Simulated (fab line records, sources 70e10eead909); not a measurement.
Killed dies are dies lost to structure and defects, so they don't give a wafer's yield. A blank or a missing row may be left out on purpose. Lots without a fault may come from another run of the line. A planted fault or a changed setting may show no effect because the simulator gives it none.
A struck lot beside a sound one | flow nand_harc | 13 steps out of a route of 1159
Sound: wafers L970.2, L970.3, L970.6. Struck: wafers L974.1, L974.3, L974.6. The cause comes at the end.
At each step with rows: each side's tool, then ch and its chambers, then its first start. Under that, the readings that differ: sound wafers | struck wafers | difference of the means | sigmas: that difference in standard deviations of wafers without a fault.
alike: readings whose means differ by less than 2 such deviations, and words and numbers that are the same on both sides. not compared: withheld readings, readings that some wafer has no value for, bounds like >300 that may hide the same value, and numbers for which the record gives no deviation and whose values overlap.
The two part at a step that has a row with sigmas, a row that says differs or no value, or rows on one side only. Numbers that don't overlap but have no deviation are shown without sigmas and don't part them. A reading that every wafer of one side lacks parts them only if that side has two wafers or more.

NHARC_A_CONTACT_DEP_24: deposits SiO2, target thk 500 nm.
  sound on pecvd-02 ch 0,1,2, day 18 13:59; struck on pecvd-03 ch 0,1,2, day 20 07:56
  alike: heater_power_w, rf_fwd_power_W, throttle_valve_pct
NHARC_A_CONTACT_DEP_28: deposits aC, target thk 3600 nm.
  sound on acl_dep-01 ch 0, day 18 14:54; struck on acl_dep-03 ch 0, day 20 08:29
  alike: throttle_valve_pct
NHARC_A_CONTACT_DEP_29: deposits SiON, target thk 70 nm.
  sound on pecvd-03 ch 0,1,2, day 18 16:52; struck on pecvd-02 ch 0,1,2, day 20 10:44
  reading            | sound       | struck      | difference | sigmas
  heater_power_w (W) | 939 895 804 | 736 689 649 | -188       | -2
  alike: rf_fwd_power_W
then, 8 steps without rows for these wafers: NHARC_A_CONTACT_DEHYDRATE_32 (time 120 s); NHARC_A_CONTACT_HMDS_33 (time 30 s); NHARC_A_CONTACT_COAT_34 (time 75 s); NHARC_A_CONTACT_COAT_35 (time 65 s); NHARC_A_CONTACT_COAT_36 (resist thk 90 nm); NHARC_A_CONTACT_SOFTBAKE_37 (time 55 s); NHARC_A_CONTACT_EBR_38; NHARC_A_CONTACT_EXPOSE_39 (exposes mask A CC 3).
NHARC_A_CONTACT_PEB_40: peb time 65 s.
  sound on litho_track-06 ch 0, day 18 17:29; struck on litho_track-04, day 20 11:20
  no value came back on the struck wafers for chill_plate_temp_C (C), exhaust_pa (Pa); on the sound wafers chill_plate_temp_C (C) reads 22.91 22.94 23.01
then, 1 step without rows for these wafers: NHARC_A_CONTACT_DEVELOP_41 (develop time 35 s).

WHERE THEY PART
First at NHARC_A_CONTACT_DEP_29; last, within this record, at NHARC_A_CONTACT_PEB_40.

WHY: what the simulator had put in
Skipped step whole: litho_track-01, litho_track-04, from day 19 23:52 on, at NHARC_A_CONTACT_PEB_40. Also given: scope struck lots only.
